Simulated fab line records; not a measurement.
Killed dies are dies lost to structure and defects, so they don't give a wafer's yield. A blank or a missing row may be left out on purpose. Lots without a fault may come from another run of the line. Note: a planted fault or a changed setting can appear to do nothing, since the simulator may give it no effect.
fab line records	flow n5_finfet
[record] lots = 7	wafers = 21
route steps=1938 shown BEOL_M8@1335 BEOL_M9@1408 BEOL_M10@1513 BEOL_M12@1602
start_h: hours from the record's opening day to when the first of the lot's shown wafers began	wait_h: hours since the lot's step before	" unchanged from the row above	L1.1+2: several wafers, shown together as one row	- no value, or no start was given	* or withheld: withheld	< > ~ a bound
route shown NAME@n: a module of which the file shows steps, and the number in the route of the first	usual: mean/standard deviation taken from wafers without a fault	same: alike in all rows	chamber/n: place in a boat	sites: per-site readings	_std_site: the standard deviation of these	_edge_site: the outer-site mean with the inner-site mean subtracted	radius_mm: for every site, how far away it sits from the centre of the wafer	mask NAME#n: copy n	behind: tool/chamber where the wafer was last shaped	hold: reason for holding the lot/hours on hold/outcome of the hold	device: names the non-switching transistor (n, p or np)	end of line: the route-end tests of the same wafers	where a step has no rows: the recipe by itself	killed: not the wafer's yield, but the dies lost to structure and defects at the first sort	map: dies across one wafer; x = killed, . = not, _ = none there
set.NAME: the setting the step ran with; set.NAME@STEP: the setting that earlier step ran with	model.NAME: the simulator's own value behind a step, which no gauge read
lots with deliberately changed settings; one table per step, one row per wafer
[[steps]]
[step N5_BEOL_M8_PECVD_70]
[recipe] material = SiO2	target_thk_a = 200	temp_c = 400	precursor = TEOS/O2	pressure_torr = 5.5	rf_w = 450	teos_flow_sccm = 53.8	gas = O2	flow_sccm = 3000	time_s = 22.7
lot.wafer	tool	chamber	start_h	wait_h	set.temp_c	model.SiO2_of_BEOL_M8_PECVD_70.thk_nm
L074.2+3	pecvd-04	2,1	199.13	0.0	400	19.6
L074.5	"	2	"	"	400	20.2
L078.2	pecvd-02	1	210.08	0.0	400	19.8
L078.4	"	2	"	"	400	20.2
L078.5	"	0	"	"	400	20.6
L082.1	pecvd-01	2	247.49	0.0	400	19.8
L082.3	"	2	"	"	382.1	22.6
L082.5	"	2	"	"	400	20
L088.3	pecvd-01	1	277.92	0.0	400	19.6
L088.4	"	1	"	"	408.3	19
L088.6	"	0	"	"	400	20
L094.1	pecvd-01	1	315.11	0.0	400	19.8
L094.5	"	1	"	"	417.8	17.8
L094.6	"	2	"	"	400	20
L095.1	pecvd-04	0	326.94	0.0	393.9	20.8
L095.2	"	2	"	"	393.9	20.6
L095.4	"	0	"	"	400	20.2
L096.4	pecvd-01	2	330.76	0.1	400	19.8
L096.5	"	0	"	"	400	19.4
L096.6	"	1	"	"	417.6	17.6
[step N5_BEOL_M8_COAT_59]
[recipe] resist = SOC	temp_c = 250	time_s = 60	spin_rpm = 1500	resist_thk_nm = 100
lot.wafer	tool	chamber	start_h	wait_h	set.spin_rpm	model.SOC_of_BEOL_M8_COAT_59.thk_nm
L074.2+3	litho_track-04	0	199.82	0.1	1500	100.2
L074.5	"	0	"	"	1442	102.2
L078.2+5	litho_track-04	0	213.15	0.1	1500	100.2
L078.4	"	0	"	"	1500	100
L082.1	litho_track-03	0	248.90	0.1	1452	101.8
L082.3	"	0	"	"	1500	100
L082.5	"	0	"	"	1500	100.4
L088.3	litho_track-04	0	280.41	0.1	1355	105.4
L088.4	"	0	"	"	1355	105.2
L088.6	"	0	"	"	1355	105.6
L094.1	litho_track-05	0	316.69	0.1	1354	105
L094.5	"	0	"	"	1500	100
L094.6	"	0	"	"	1500	100.2
L095.1	litho_track-03	0	327.34	0.1	1660	94.8
L095.2	"	0	"	"	1500	99.6
L095.4	"	0	"	"	1660	95
L096.4+6	litho_track-05	0	331.25	0.1	1341	105.8
L096.5	"	0	"	"	1500	100
[step N5_BEOL_M8_COAT_60]
[recipe] resist = SiARC	temp_c = 220	time_s = 60	spin_rpm = 1500	resist_thk_nm = 35
[step N5_BEOL_M8_COAT_05]
[recipe] resist = CAR-ArF	spin_rpm = 1500	resist_thk_nm = 90
[step N5_BEOL_M8_DESCUM_16]
[recipe] chemistry = O2	time_s = 7.9	source_power_w = 50	bias_power_w = 20	pressure_mtorr = 20	rf_frequency_hz = 2.712e+07	temp_c = 40	resist = CAR-ArF	o2_flow_sccm = 225
[step N5_BEOL_M8_ETCH_61]
[recipe] chemistry = CF4	target = SiARC	target_depth_a = 455	mask_material = CAR-ArF	time_s = 75.8	ion_energy_ev = 80	pressure_mtorr = 40	source_w = 545	bias_w = 36	Ar_flow_sccm = 100	cf4_flow_sccm = 100	ends = cleared
[step N5_BEOL_M8_ETCH_62]
[recipe] chemistry = N2/H2	target = SOC	target_depth_a = 1100	overetch_a = 220	mask_material = SiARC	temp_c = 40	time_s = 165	ion_energy_ev = 200	pressure_mtorr = 30	source_w = 840	bias_w = 150	n2_flow_sccm = 200	h2_flow_sccm = 200
lot.wafer	tool	chamber	start_h	wait_h	set.spin_rpm@BEOL_M8_COAT_59	model.etch.depth_nm
L074.2+3	rie_diel-05	0,2	200.36	0.0	1500	100.2
L074.5	"	3	"	"	1442	102.2
L078.2	rie_diel-01	2	213.76	0.0	1500	100.2
L078.4	"	0	"	"	1500	100
L078.5	"	3	"	"	1500	100.1
L082.1	rie_diel-02	3	249.46	0.0	1452	101.8
L082.3	"	2	"	"	1500	99.95
L082.5	"	2	"	"	1500	100.3
L088.3	rie_diel-02	1	280.84	0.0	1355	105.5
L088.4	"	0	"	"	1355	105.3
L088.6	"	1	"	"	1355	105.6
L094.1	rie_diel-02	0	317.11	0.0	1354	104.9
L094.5	"	3	"	"	1500	99.94
L094.6	"	0	"	"	1500	100.2
L095.1	rie_diel-02	3	327.89	0.0	1660	94.74
L095.2	"	1	"	"	1500	99.57
L095.4	"	2	"	"	1660	94.97
L096.4	rie_diel-05	0	331.80	0.0	1341	105.7
L096.5	"	2	"	"	1500	100
L096.6	"	1	"	"	1341	105.8
[step N5_BEOL_M8_STRIP_68]
[recipe] chemistry = N2/H2	temp_c = 40	n2_flow_sccm = 200	h2_flow_sccm = 200	rf_frequency_hz = 6e+07
[step N5_BEOL_M8_STRIP_67]
[recipe] chemistry = CF4	resist = SiARC	power_w = 300	bias_power_w = 75	pressure_mtorr = 50	cf4_flow_sccm = 150	rf_frequency_hz = 6e+07
[step N5_BEOL_M8_STRIP_80]
[recipe] chemistry = N2/H2	time_s = 10	power_w = 450	temp_c = 40	pressure_mtorr = 20	rf_frequency_hz = 6e+07	bias_power_w = 7	n2_flow_sccm = 200	h2_flow_sccm = 200
[step N5_BEOL_M8_HM_STRIP_39]
[recipe] chemistry = peroxide_tin_strip	material = TiN	target_depth_a = 250	temp_c = 50	time_s = 158
lot.wafer	tool	chamber	start_h	wait_h	set.temp_c@BEOL_M8_PECVD_70	model.SiO2_of_BEOL_M8_PECVD_70.thk_nm
L074.2	wet_bench-04	3	201.96	0.0	400	19.6
L074.3	"	1	"	"	400	19.4
L074.5	"	2	"	"	400	20.2
L078.2	wet_bench-04	1	215.49	0.0	400	19.6
L078.4	"	7	"	"	400	20
L078.5	"	4	"	"	400	20.4
L082.1	wet_bench-02	7	252.77	0.0	400	19.6
L082.3	"	4	"	"	382.1	22.4
L082.5	"	1	"	"	400	19.8
L088.3	wet_bench-01	1	282.47	0.0	400	19.4
L088.4	"	7	"	"	408.3	18.8
L088.6	"	6	"	"	400	19.8
L094.1+6	wet_bench-01	2,6	322.11	0.0	400	19.8
L094.5	"	1	"	"	417.8	17.6
L095.1	wet_bench-04	1	329.47	0.0	393.9	20.8
L095.2	"	3	"	"	393.9	20.4
L095.4	"	4	"	"	400	20
L096.4	wet_bench-02	7	333.24	0.0	400	19.6
L096.5	"	6	"	"	400	19.2
L096.6	"	0	"	"	417.6	17.4
[step N5_BEOL_M9_COAT_05]
[recipe] resist = CAR-ArF	spin_rpm = 1500	resist_thk_nm = 90
lot.wafer	tool	chamber	start_h	wait_h	set.spin_rpm	model.CAR-ArF_of_BEOL_M9_COAT_05.thk_nm
L074.2+3	litho_track-04	0	-	-	1332	95.4
L074.5	"	0	"	"	1500	90
L078.2	litho_track-02	0	-	-	1500	90.2
L078.4+5	"	0	"	"	1500	90.4
L082.1	litho_track-04	0	-	-	1424	92.4
L082.3	"	0	"	"	1500	89.8
L082.5	"	0	"	"	1500	90
L088.3	litho_track-02	0	-	-	1500	90
L088.4+6	"	0	"	"	1500	89.8
L094.1	litho_track-02	0	-	-	1400	93.2
L094.5	"	0	"	"	1500	90.4
L094.6	"	0	"	"	1500	90
L095.1+2+4	litho_track-02	0	-	-	1431	92.2
L096.4+6	litho_track-02	0	-	-	1500	90
L096.5	"	0	"	"	1500	90.2
[step N5_BEOL_M9_EBR_07]
[recipe] solvent = PGMEA	ebr_width_mm = 1.5
[step N5_BEOL_M9_SOFTBAKE_06]
[recipe] temp_c = 110	time_s = 60	resist = CAR-ArF
[step N5_BEOL_M9_EXPOSE_08]
[recipe] mask_id = M9	na = 1.35	source_shape = dipole	sigma_inner = 0.411	sigma_outer = 0.611	polarization = te	dose_mj = 53.75
[step N5_BEOL_M9_PEB_09]
[recipe] peb_temp_c = withheld	peb_time_s = 60	resist = CAR-ArF
[step N5_BEOL_M9_DEVELOP_10]
[recipe] develop_time_s = 30	developer = TMAH	resist = CAR-ArF	rinse_liquid = diw	dry = air_spin	dev_temp_c = 23
lot.wafer	tool	chamber	start_h	wait_h	set.spin_rpm@BEOL_M9_COAT_05	model.CAR-ArF_of_BEOL_M9_COAT_05.thk_nm
L074.2	litho_track-02	0	-	-	1332	93.6
L074.3	"	0	"	"	1332	93.8
L074.5	"	0	"	"	1500	88.2
L078.2	litho_track-02	0	-	-	1500	88.4
L078.4	"	0	"	"	1500	88.8
L078.5	"	0	"	"	1500	88.6
L082.1	litho_track-02	0	-	-	1424	90.8
L082.3+5	"	0	"	"	1500	88.2
L088.3	litho_track-04	0	-	-	1500	88.4
L088.4+6	"	0	"	"	1500	88
L094.1	litho_track-01	0	-	-	1400	91.6
L094.5	"	0	"	"	1500	88.6
L094.6	"	0	"	"	1500	88.4
L095.1	litho_track-01	0	-	-	1431	90.6
L095.2+4	"	0	"	"	1431	90.4
L096.4	litho_track-02	0	-	-	1500	88.2
L096.5+6	"	0	"	"	1500	88.4
[step N5_BEOL_M9_DESCUM_16]
[recipe] chemistry = O2	time_s = 7.9	source_power_w = 50	bias_power_w = 20	pressure_mtorr = 20	rf_frequency_hz = 2.712e+07	temp_c = 40	resist = CAR-ArF	o2_flow_sccm = 225
[step N5_BEOL_M9_ETCH_61]
[recipe] chemistry = CF4	target = SiARC	target_depth_a = 390	mask_material = CAR-ArF	time_s = 65	ion_energy_ev = 80	pressure_mtorr = 40	source_w = 545	bias_w = 36	Ar_flow_sccm = 100	cf4_flow_sccm = 100	ends = cleared
lot.wafer	tool	chamber	start_h	wait_h	set.spin_rpm@BEOL_M9_COAT_05	model.CAR-ArF_of_BEOL_M9_COAT_05.thk_nm
L074.2+3	rie_diel-04	3,1	208.66	0.0	1332	60.8
L074.5	"	1	"	"	1500	55.4
L078.2+5	rie_diel-03	3,1	222.05	0.0	1500	55.6
L078.4	"	3	"	"	1500	55.8
L082.1	rie_diel-03	1	259.06	0.0	1424	57.8
L082.3	"	2	"	"	1500	55.2
L082.5	"	2	"	"	1500	55.4
L088.3	rie_diel-06	0	288.86	0.0	1500	55.4
L088.4+6	"	3	"	"	1500	55.2
L094.1	rie_diel-03	3	326.99	0.0	1400	58.6
L094.5	"	2	"	"	1500	55.8
L094.6	"	3	"	"	1500	55.6
L095.1+4	rie_diel-04	3,0	333.96	0.0	1431	57.8
L095.2	"	1	"	"	1431	57.6
L096.4	rie_diel-06	1	338.39	0.0	1500	55.4
L096.5+6	"	2,1	"	"	1500	55.6
[step N5_BEOL_M9_ETCH_62]
[recipe] chemistry = N2/H2	target = SOC	target_depth_a = 1100	overetch_a = 220	mask_material = SiARC	temp_c = 40	time_s = 165	ion_energy_ev = 200	pressure_mtorr = 30	source_w = 840	bias_w = 150	n2_flow_sccm = 200	h2_flow_sccm = 200
[usual] rf_vpp_V = 523.4/2.2
lot.wafer	tool	chamber	start_h	wait_h	set.source_w	rf_vpp_V
L074.2	rie_diel-04	3	208.71	0.0	714.3	556.2
L074.3	"	1	"	"	840	521.7
L074.5	"	1	"	"	714.3	551.7
L078.2	rie_diel-03	3	222.10	0.0	840	524.5
L078.4	"	3	"	"	840	521.8
L078.5	"	1	"	"	840	526.9
L082.1	rie_diel-03	1	259.11	0.0	971.3	502.9
L082.3	"	2	"	"	840	525.5
L082.5	"	2	"	"	971.3	500.5
L088.3	rie_diel-06	0	288.91	0.0	840	524.5
L088.4	"	3	"	"	840	529.1
L088.6	"	3	"	"	693.1	562.6
L094.1	rie_diel-03	3	327.04	0.0	840	522.6
L094.5	"	2	"	"	840	525.1
L094.6	"	3	"	"	730.8	546.8
L095.1	rie_diel-04	3	334.01	0.0	840	527.7
L095.2	"	1	"	"	723.5	547.3
L095.4	"	0	"	"	723.5	549.2
L096.4	rie_diel-06	1	338.44	0.0	840	521.8
L096.5	"	2	"	"	840	521.6
L096.6	"	1	"	"	840	523.2
[step N5_BEOL_M10_ETCH_41]
[recipe] chemistry = CH3F/O2	target = SiCN	target_depth_a = 426	taper_deg = 2	time_s = 86	ion_energy_ev = 120	mask_material = TiN	pressure_mtorr = 30	source_w = 395	bias_w = 75	Ar_flow_sccm = 150	CH3F_flow_sccm = 30	O2_flow_sccm = 20
[usual] rf_vpp_V = 297.3/1.9
lot.wafer	tool	chamber	start_h	wait_h	set.source_w	rf_vpp_V
L074.2	rie_diel-02	1	-	-	424.1	293.4
L074.3	"	3	"	"	395	296.7
L074.5	"	2	"	"	395	295.9
L078.2	rie_diel-02	2	-	-	395	296.8
L078.4	"	1	"	"	395	299.9
L078.5	"	3	"	"	395	294.9
L082.1	rie_diel-01	2	-	-	395	299.0
L082.3	"	3	"	"	395	297.2
L082.5	"	2	"	"	395	301.0
L088.3	rie_diel-02	2	-	-	395	296.7
L088.4	"	3	"	"	395	296.2
L088.6	"	0	"	"	461.3	278.9
L094.1	rie_diel-02	2	-	-	395	296.1
L094.5	"	1	"	"	395	299.4
L094.6	"	3	"	"	395	298.0
L095.1	rie_diel-02	1	-	-	395	301.3
L095.2	"	3	"	"	331.8	314.7
L095.4	"	1	"	"	331.8	317.4
L096.4	rie_diel-05	1	-	-	341.9	311.4
L096.5	"	3	"	"	395	299.1
L096.6	"	2	"	"	395	295.2
[step N5_BEOL_M12_ILD_DEP_00]
[recipe] material = SiOC	target_thk_a = 6589.2	temp_c = 350	precursor = DEMS/O2	pressure_torr = 5	rf_w = 500	time_s = 130.7
lot.wafer	tool	chamber	start_h	wait_h	set.time_s	model.SiOC_of_BEOL_M12_ILD_DEP_00.thk_nm
L074.2	pecvd-04	2	231.18	0.0	130.7	644.2
L074.3	"	1	"	"	130.7	656.2
L074.5	"	1	"	"	130.7	655.4
L078.2	pecvd-01	1	246.33	0.0	130.7	651.6
L078.4	"	1	"	"	130.7	660.8
L078.5	"	1	"	"	130.7	657.6
L082.1	pecvd-02	2	278.51	0.0	115.6	565.2
L082.3	"	2	"	"	115.6	576
L082.5	"	1	"	"	130.7	663
L088.3	pecvd-02	1	313.32	0.0	118.7	608.2
L088.4	"	1	"	"	118.7	616.4
L088.6	"	2	"	"	118.7	597.2
L094.1	pecvd-04	2	346.02	0.0	130.7	643.4
L094.5	"	2	"	"	130.7	648.6
L094.6	"	0	"	"	113.1	575.6
L095.1	pecvd-02	0	352.45	0.0	130.7	660.4
L095.2	"	2	"	"	130.7	650.2
L095.4	"	0	"	"	130.7	672.4
L096.4	pecvd-04	0	357.96	0.1	130.7	672
L096.5	"	2	"	"	120.6	613.2
L096.6	"	1	"	"	130.7	666.2
[step N5_BEOL_M12_THK_MEAS_01]
[recipe] reads = SiOC_of_BEOL_M12_ILD_DEP_00
[usual] M12_ILD_THK = 660/10
lot.wafer	tool	chamber	start_h	wait_h	set.time_s@BEOL_M12_ILD_DEP_00	M12_ILD_THK[nm]
L074.2	film_metro-01	-	231.36	0.1	130.7	644
L074.3	"	-	"	"	130.7	656
L074.5	"	-	"	"	130.7	655
L078.2	film_metro-01	-	246.51	0.1	130.7	652
L078.4	"	-	"	"	130.7	662
L078.5	"	-	"	"	130.7	658
L082.1	film_metro-02	-	278.69	0.1	115.6	565
L082.3	"	-	"	"	115.6	576
L082.5	"	-	"	"	130.7	662
L088.3	film_metro-01	-	313.45	0.1	118.7	608
L088.4	"	-	"	"	118.7	616
L088.6	"	-	"	"	118.7	598
L094.1	film_metro-01	-	346.15	0.1	130.7	643
L094.5	"	-	"	"	130.7	648
L094.6	"	-	"	"	113.1	576
L095.1	film_metro-02	-	352.58	0.1	130.7	660
L095.2	"	-	"	"	130.7	650
L095.4	"	-	"	"	130.7	672
L096.4	film_metro-01	-	358.04	0.0	130.7	672
L096.5	"	-	"	"	120.6	613
L096.6	"	-	"	"	130.7	667
[step N5_BEOL_M12_PEB_08]
[recipe] peb_temp_c = 130	peb_time_s = 90
lot.wafer	tool	chamber	start_h	wait_h	set.peb_time_s
L074.2+3+5	litho_track-01	0	231.55	0.0	90
L078.2+4+5	litho_track-01	0	246.70	0.0	90
L082.1+3	litho_track-02	0	279.00	0.1	90
L082.5	"	0	"	"	95.96
L088.3	litho_track-01	0	313.64	0.0	90
L088.4+6	"	0	"	"	108.7
L094.1+5	litho_track-02	0	346.34	0.1	90
L094.6	"	0	"	"	102.5
L095.1+4	litho_track-02	0	352.90	0.1	98.04
L095.2	"	0	"	"	90
L096.4+5	litho_track-02	0	358.36	0.0	90
L096.6	"	0	"	"	107.3
[step N5_BEOL_M12_DEVELOP_09]
[recipe] develop_time_s = 45	rinse_liquid = diw	dry = air_spin	dev_temp_c = 21
[step N5_BEOL_M12_HARDBAKE_14]
[recipe] temp_c = 130	time_s = 120
[step N5_BEOL_M12_DESCUM_15]
[recipe] chemistry = O2	time_s = 7.9	source_power_w = 50	bias_power_w = 20	pressure_mtorr = 20	rf_frequency_hz = 2.712e+07	temp_c = 40	o2_flow_sccm = 225
[step N5_BEOL_M12_ETCH_59]
[recipe] chemistry = N2/H2	target = BARC	target_depth_a = 890	overetch_a = 267	time_s = 67.9	ion_energy_ev = 200	pressure_mtorr = 30	source_w = 840	bias_w = 150	n2_flow_sccm = 200	h2_flow_sccm = 200
[step N5_BEOL_M12_VIA_ETCH_16]
[recipe] chemistry = C4F8/O2/Ar	target = SiOC	pressure_mtorr = 30	source_w = 3000	bias_w = 700	Ar_flow_sccm = 400	C4F8_flow_sccm = 15	O2_flow_sccm = 8	he_inner_torr = 15	he_outer_torr = 30	target_depth_a = 7248	time_s = withheld	ion_energy_ev = 250	ends = cleared
lot.wafer	tool	chamber	start_h	wait_h	set.time_s@BEOL_M12_ILD_DEP_00	model.etch.depth_nm	model.coat_of_BEOL_M12_COAT_04.thk_nm
L074.2	rie_diel-02	1	231.87	0.0	*	644.2	131.8
L074.3	"	0	"	"	*	656.2	126
L074.5	"	2	"	"	*	655.4	126.6
L078.2	rie_diel-02	0	246.99	0.0	*	651.7	126.2
L078.4	"	3	"	"	*	660.7	123.6
L078.5	"	1	"	"	*	657.5	126.2
L082.1	rie_diel-01	0	279.29	0.0	*	565.2	151.6
L082.3	"	2	"	"	*	576.1	142
L082.5	"	0	"	"	*	663.1	121.8
L088.3	rie_diel-01	1	313.95	0.0	*	608.2	140
L088.4	"	3	"	"	*	616.4	135.4
L088.6	"	1	"	"	*	597.1	144.2
L094.1	rie_diel-05	0	346.65	0.0	*	643.4	129.4
L094.5	"	0	"	"	*	648.5	127.2
L094.6	"	1	"	"	*	575.5	148.6
L095.1	rie_diel-01	2	353.50	0.0	*	660.4	117
L095.2	"	0	"	"	*	650.1	127
L095.4	"	2	"	"	*	672.4	114.6
L096.4	rie_diel-01	2	358.80	0.1	*	672	115.4
L096.5	"	3	"	"	*	613.1	134
L096.6	"	0	"	"	*	666.1	121.4
[step N5_BEOL_M12_STRIP_63]
[recipe] chemistry = N2/H2	power_w = 1000	temp_c = 250	h2_frac = 0.65	overash_fraction = 0.3	pressure_mtorr = 1000	n2_flow_sccm = 1750	h2_flow_sccm = 3250
[usual] strip_time_to_endpoint_s = 42.4/1.1
lot.wafer	tool	chamber	start_h	wait_h	set.time_s@BEOL_M12_ILD_DEP_00	strip_time_to_endpoint_s
L074.2	plasma_asher-02	0	232.07	-	130.7	44.8
L074.3	"	1	"	"	130.7	43.3
L074.5	"	1	"	"	130.7	43.5
L078.2	plasma_asher-02	0	247.19	-	130.7	43.3
L078.4	"	1	"	"	130.7	42.7
L078.5	"	0	"	"	130.7	43.3
L082.1	plasma_asher-01	0	279.49	-	115.6	50.1
L082.3	"	1	"	"	115.6	47.6
L082.5	"	0	"	"	130.7	42.2
L088.3	plasma_asher-01	0	314.17	-	118.7	47.0
L088.4	"	1	"	"	118.7	45.8
L088.6	"	0	"	"	118.7	48.1
L094.1	plasma_asher-02	1	346.85	-	130.7	44.2
L094.5	"	1	"	"	130.7	43.6
L094.6	"	0	"	"	113.1	49.3
L095.1	plasma_asher-02	1	353.70	-	130.7	40.9
L095.2	"	0	"	"	130.7	43.6
L095.4	"	0	"	"	130.7	40.2
L096.4	plasma_asher-02	1	358.93	-	130.7	40.4
L096.5	"	1	"	"	120.6	45.4
L096.6	"	0	"	"	130.7	42.1
[step N5_BEOL_M12_STRIP_64]
[recipe] chemistry = N2/H2	power_w = 1000	temp_c = 250	h2_frac = 0.65	overash_fraction = 0.3	pressure_mtorr = withheld	n2_flow_sccm = 1750	h2_flow_sccm = 3250
[step N5_BEOL_M12_STRIP_71]
[recipe] chemistry = post_etch_residue_remover	time_s = 60	temp_c = 25	remover_ph = withheld	remover_water_wt_pct = withheld	remover_fluoride_wt_pct = withheld
[step N5_BEOL_M12_STRIP_37]
[recipe] chemistry = N2/H2	power_w = 1000	temp_c = 250	h2_frac = 0.65	overash_fraction = 0.3	pressure_mtorr = withheld	n2_flow_sccm = 1750	h2_flow_sccm = 3250
[step N5_BEOL_M12_ETCH_38]
[recipe] chemistry = CF4/N2	target = SiCN	target_depth_a = 687	taper_deg = 2	time_s = 73.4	ion_energy_ev = 150	mask_material = SiO2	pressure_mtorr = 40	source_w = 430	bias_w = 70	Ar_flow_sccm = 100	cf4_flow_sccm = 60	n2_flow_sccm = 60
lot.wafer	tool	chamber	start_h	wait_h	set.time_s@BEOL_M12_ILD_DEP_00	model.SiOC_of_BEOL_M12_ILD_DEP_00.thk_nm
L074.2	rie_diel-01	3	234.87	-	130.7	593.2
L074.3	"	1	"	"	130.7	608.4
L074.5	"	1	"	"	130.7	607.6
L078.2	rie_diel-02	1	249.93	-	130.7	603.2
L078.4	"	0	"	"	130.7	611.6
L078.5	"	3	"	"	130.7	606.6
L082.1	rie_diel-01	1	281.15	-	115.6	516.8
L082.3	"	2	"	"	115.6	522.8
L082.5	"	2	"	"	130.7	610
L088.3	rie_diel-02	0	317.91	-	118.7	558.6
L088.4	"	1	"	"	118.7	569.2
L088.6	"	3	"	"	118.7	546.4
L094.1	rie_diel-01	3	348.18	-	130.7	594.2
L094.5	"	2	"	"	130.7	596
L094.6	"	3	"	"	113.1	526
L095.1	rie_diel-01	0	356.10	-	130.7	612.6
L095.2	"	3	"	"	130.7	600.6
L095.4	"	0	"	"	130.7	624.6
L096.4	rie_diel-01	0	362.72	-	130.7	624.2
L096.5	"	3	"	"	120.6	563.6
L096.6	"	2	"	"	130.7	613.4
[[key]]
[split] step = N5_BEOL_M8_PECVD_70	setting = temp_c	stated = 400	by = wafer
[response] step = N5_BEOL_M8_PECVD_70	reading = model.SiO2_of_BEOL_M8_PECVD_70.thk_nm	change = -0.496	per = 1%	r = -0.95
[response] step = N5_BEOL_M8_HM_STRIP_39	reading = model.SiO2_of_BEOL_M8_PECVD_70.thk_nm	change = -0.505	per = 1%	r = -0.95
[split] step = N5_BEOL_M8_COAT_59	setting = spin_rpm	stated = 1500	by = wafer
[response] step = N5_BEOL_M8_COAT_59	reading = model.SOC_of_BEOL_M8_COAT_59.thk_nm	change = -0.497	per = 1%	r = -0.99
[response] step = N5_BEOL_M8_ETCH_62	reading = model.etch.depth_nm	change = -0.495	per = 1%	r = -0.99
[split] step = N5_BEOL_M9_COAT_05	setting = spin_rpm	stated = 1500	by = wafer
[response] step = N5_BEOL_M9_COAT_05	reading = model.CAR-ArF_of_BEOL_M9_COAT_05.thk_nm	change = -0.476	per = 1%	r = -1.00
[response] step = N5_BEOL_M9_DEVELOP_10	reading = model.CAR-ArF_of_BEOL_M9_COAT_05.thk_nm	change = -0.488	per = 1%	r = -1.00
[response] step = N5_BEOL_M9_ETCH_61	reading = model.CAR-ArF_of_BEOL_M9_COAT_05.thk_nm	change = -0.473	per = 1%	r = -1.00
[split] step = N5_BEOL_M9_ETCH_62	setting = source_w	stated = 840	by = wafer
[response] step = N5_BEOL_M9_ETCH_62	reading = rf_vpp_V	change = -1.82	per = 1%	r = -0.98
[split] step = N5_BEOL_M10_ETCH_41	setting = source_w	stated = 395	by = wafer
[response] step = N5_BEOL_M10_ETCH_41	reading = rf_vpp_V	change = -0.962	per = 1%	r = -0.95
[split] step = N5_BEOL_M12_ILD_DEP_00	setting = time_s	stated = 130.7	by = wafer
[response] step = N5_BEOL_M12_ILD_DEP_00	reading = model.SiOC_of_BEOL_M12_ILD_DEP_00.thk_nm	change = +6.53	per = 1%	r = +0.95
[response] step = N5_BEOL_M12_THK_MEAS_01	reading = M12_ILD_THK	change = +6.53	per = 1%	r = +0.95
[response] step = N5_BEOL_M12_VIA_ETCH_16	reading = model.etch.depth_nm	change = +6.54	per = 1%	r = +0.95
[response] step = N5_BEOL_M12_VIA_ETCH_16	reading = model.coat_of_BEOL_M12_COAT_04.thk_nm	change = -1.82	per = 1%	r = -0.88
[response] step = N5_BEOL_M12_STRIP_63	reading = strip_time_to_endpoint_s	change = *	per = 1%	r = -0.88
[response] step = N5_BEOL_M12_ETCH_38	reading = model.SiOC_of_BEOL_M12_ILD_DEP_00.thk_nm	change = +6.41	per = 1%	r = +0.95
[split] step = N5_BEOL_M12_PEB_08	setting = peb_time_s	stated = 90	by = wafer
response none clear
